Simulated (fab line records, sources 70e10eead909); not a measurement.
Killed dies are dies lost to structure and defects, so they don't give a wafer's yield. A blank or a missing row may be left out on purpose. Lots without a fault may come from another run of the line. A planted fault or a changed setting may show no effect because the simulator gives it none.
Chamber matching | flow nand_harc | NHARC_A_STAIRCASE_DESCUM_270 on rie_diel-05: 4 sister chambers
The step chemistry O2, time 3 s. 18 wafers are shown with their chamber, then 9 later ones without.

WAFERS WITH THEIR CHAMBER
wafer  | chamber | drypump_motor_current_A (A) | showerhead_plenum_p_Torr (Torr) | oes_product_au (a.u.)
L074.2 | 3       | 6.39                        | 1.77                            | 1.013
L074.5 | 0       | 5.81                        | 1.88                            | 1.016
L074.6 | 1       | 6.05                        | 1.87                            | 0.998
L077.1 | 2       | 6.13                        | 1.83                            | 0.993
L077.3 | 0       | 5.84                        | 1.88                            | 1.017
L077.5 | 2       | 6.12                        | 1.83                            | 0.995
L080.3 | 3       | 6.39                        | 2.07                            | 0.996
L080.5 | 2       | 6.10                        | 1.83                            | 0.999
L080.6 | 0       | 5.80                        | 1.88                            | 1.006
L081.4 | 1       | 6.07                        | 1.86                            | 0.996
L081.5 | 2       | 6.13                        | 1.83                            | 1.003
L081.6 | 3       | 6.40                        | 2.07                            | 0.992
L084.2 | 3       | 6.40                        | 2.07                            | 0.987
L084.4 | 1       | 6.09                        | 1.85                            | 0.985
L084.5 | 1       | 6.09                        | 1.85                            | 0.989
L087.1 | 2       | 6.12                        | 1.82                            | 0.999
L087.3 | 1       | 6.07                        | 1.85                            | 0.993
L087.4 | 0       | 5.85                        | 1.87                            | 1.002

SIGNATURES (means of the wafers above)
reading                  | chamber 0 | chamber 1 | chamber 2 | chamber 3 | scatter within a chamber
drypump_motor_current_A  | 5.8250    | 6.0740    | 6.1200    | 6.3950    | 0.0159
showerhead_plenum_p_Torr | 1.8775    | 1.8560    | 1.8280    | 1.9950    | 0.0697
oes_product_au           | 1.01025   | 0.99220   | 0.99780   | 0.99700   | 0.00716
Rule: a wafer's distance from a chamber is the root of the sum, over the readings, of the square of ((its reading less the chamber's mean) divided by the reading's scatter). The wafer belongs to the nearest chamber; if the next one is less than 2 further off, it can't be placed. The scatter: the root of (the sum of the squares of (reading less its chamber's mean) over the shown wafers, divided by (wafers less chambers)).

WAFERS WITHOUT THEIR CHAMBER
wafer  | drypump_motor_current_A (A) | showerhead_plenum_p_Torr (Torr) | oes_product_au (a.u.)
L088.1 | 5.84                        | 1.87                            | 1.000
L088.5 | 6.08                        | 1.85                            | 0.994
L088.6 | 6.10                        | 1.82                            | 0.992
L090.1 | 5.82                        | 1.87                            | 1.012
L090.4 | 6.14                        | 1.82                            | 1.003
L090.6 | 6.39                        | 2.06                            | 0.992
L091.2 | 6.07                        | 1.85                            | 1.005
L091.3 | 5.84                        | 1.87                            | 1.015
L091.6 | 5.87                        | 1.87                            | 1.009

WHICH CHAMBER EACH WENT THROUGH
wafer  | from the rows above     | in truth
L088.1 | 0                       | 0
L088.5 | 1                       | 1
L088.6 | can't be placed: 2 or 1 | 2
L090.1 | 0                       | 0
L090.4 | 2                       | 2
L090.6 | 3                       | 3
L091.2 | can't be placed: 1 or 2 | 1
L091.3 | 0                       | 0
L091.6 | 0                       | 0
Placed correctly: 7 of 9. Can't be placed from these rows: 2 (the true chamber is among the candidates in 2). Placed wrongly: 0.
